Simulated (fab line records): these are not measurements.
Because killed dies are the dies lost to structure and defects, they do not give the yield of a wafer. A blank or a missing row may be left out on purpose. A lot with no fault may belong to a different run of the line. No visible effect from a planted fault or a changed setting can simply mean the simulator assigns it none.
Comparing a struck lot with a sound one | flow nand harc | 15 out of 1159 route steps
Sound: wafers L353.2, L353.3, L353.5. Struck: wafer L359.6 (L359.1, L359.2, from the same lot, were not struck and are left out); the cause is given at the end.
At each step with rows: each side's tool, then ch and its chambers, then its first start. Under that, the readings that differ: sound wafers | struck wafers | difference of the means | sigmas: that difference in standard deviations of wafers without a fault.
alike: words and numbers the same on both sides, and readings whose means are apart by under 2 such deviations; not compared: readings that were withheld, readings missing a value for some wafer, numbers with overlapping values and no deviation given by the record, and bounds like >300 which may hide the same value.
The two part at a step that has a row with sigmas, a row that says differs or no value, or rows on one side only. Numbers that have no deviation but don't overlap get no sigmas and don't part them. Lack of a reading on every wafer of one side parts them only where that side has two or more wafers.

first, 8 steps without rows for these wafers: NHARC_THIN_TSV_DEHYDRATE_25 (time 120 s); NHARC_THIN_TSV_HMDS_26 (time 30 s); NHARC_THIN_TSV_COAT_27; NHARC_THIN_TSV_SOFTBAKE_28 (time 95 s); NHARC_THIN_TSV_EBR_29; NHARC_THIN_TSV_EXPOSE_30 (exposes mask PAD); NHARC_THIN_TSV_PEB_31 (peb time 85 s); NHARC_THIN_TSV_DEVELOP_32 (time 70 s).
NHARC_THIN_TSV_CD_MEAS_33 targets a cd of 5000 nm.
  sound on cd sem-03 ch 0, day 19 17:13; struck on cd sem-03 ch 0, day 21 06:14
  alike: cd nm
then, 1 step without rows for these wafers: NHARC_THIN_TSV_HARDBAKE_34 (time 80 s).
NHARC_THIN_TSV_DESCUM_35: chemistry O2, time 3 s.
  sound on rie diel-04 ch 0,2,3, day 19 17:23; struck on rie diel-07 ch 2, day 21 06:25
  reading            | sound | struck | difference | sigmas
  mfc ar sccm (sccm) | 0 0 0 | 0.043  | +0.043     | +3
  alike: drypump motor current A, oes product au, rf vpp V, showerhead plenum p Torr, throttle valve pct
  not compared: rf hours counter h
NHARC_THIN_TSV_ETCH_59: etches the open film in Cl2/BCl3, target depth 880 nm, time 138.1 s.
  sound on rie metal-03 ch 0,1, day 19 17:32; struck on rie metal-03 ch 1, day 21 06:31
  alike: drypump motor current A, oes product au, throttle valve pct
  not compared: rf hours counter h
NHARC_THIN_TSV_ETCH_36: etches the open film in Cl2/BCl3, target depth 65 nm, time 18.571 s.
  sound on rie metal-03 ch 0, day 19 17:46; struck on rie metal-03 ch 1, day 21 06:47
  reading               | sound             | struck | difference | sigmas
  oes product au (a.u.) | 1.002 0.997 1.005 | 0.812  | -0.189     | -17
  alike: drypump motor current A
  not compared: rf hours counter h
NHARC_THIN_TSV_STRIP_56: strips in O2.
  sound on plasma asher-01 ch 0,1, day 19 17:55; struck on plasma asher-02 ch 1, day 21 06:53
  alike: drypump motor current A, heater power w
  not compared: rf hours counter h
NHARC_END_SORT_01:
  sound on prober-02 ch 0, day 20 01:02; struck on prober-02 ch 0, day 21 23:04
  reading     | sound | struck | difference | sigmas
  killed open | 4 3 2 | 7      | +4         | +2
  alike: defect limited yield, killed at array, killed at other, killed at periphery, killed dies, killed short, sort_bin_2_pct, sort_bin_3_pct, sort_bin_4_pct, sort n pass, sort rim yield pct, sort yield pct

== WHERE THEY PART ==
First at NHARC_THIN_TSV_DESCUM_35; last, within this record, at NHARC_END_SORT_01.

WHY: what the simulator had put in
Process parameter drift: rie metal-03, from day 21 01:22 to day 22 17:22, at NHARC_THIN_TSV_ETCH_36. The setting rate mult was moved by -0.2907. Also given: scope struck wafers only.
